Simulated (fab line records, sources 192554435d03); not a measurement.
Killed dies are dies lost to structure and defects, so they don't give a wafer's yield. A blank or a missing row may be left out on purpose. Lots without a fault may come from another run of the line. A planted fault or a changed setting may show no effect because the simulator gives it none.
Chamber matching | flow n5_finfet | N5_BEOL_M2_ETCH_70 on rie_diel-04: 4 sister chambers
The step etches SOC in N2/H2, target depth 80 nm, overetch 24 nm, time 130 s. 4 wafers are shown with their chamber, then 6 later ones without.

WAFERS WITH THEIR CHAMBER
wafer  | chamber | showerhead_plenum_p_Torr (Torr)
L515.6 | 0       | 2.50
L522.2 | 3       | 2.69
L523.2 | 2       | 2.46
L523.6 | 1       | 2.49

WAFERS WITHOUT THEIR CHAMBER
wafer  | showerhead_plenum_p_Torr (Torr)
L530.2 | 2.48
L530.3 | 2.49
L530.4 | 2.46
L531.1 | 2.46
L531.3 | 2.68
L531.4 | 2.49

WHICH CHAMBER EACH WENT THROUGH
wafer  | from the rows above          | in truth
L530.2 | can't be placed: 1 or 0 or 2 | 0
L530.3 | can't be placed: 1 or 0      | 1
L530.4 | 2                            | 2
L531.1 | 2                            | 2
L531.3 | 3                            | 3
L531.4 | can't be placed: 1 or 0      | 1
Placed correctly: 3 of 6. Can't be placed from these rows: 3 (the true chamber is among the candidates in 3). Placed wrongly: 0.
How it was worked out, from the rows above alone: a wafer's distance from a chamber is the root of the sum, over the readings, of the square of ((its reading less the chamber's mean) divided by the reading's scatter). The wafer belongs to the nearest chamber; if the next one is less than 2 further off, it can't be placed. A chamber's mean is the mean of its shown wafers. The scatter: with one shown wafer a chamber, the root of the mean of the squares of how far each hidden wafer lies from its nearest shown one.
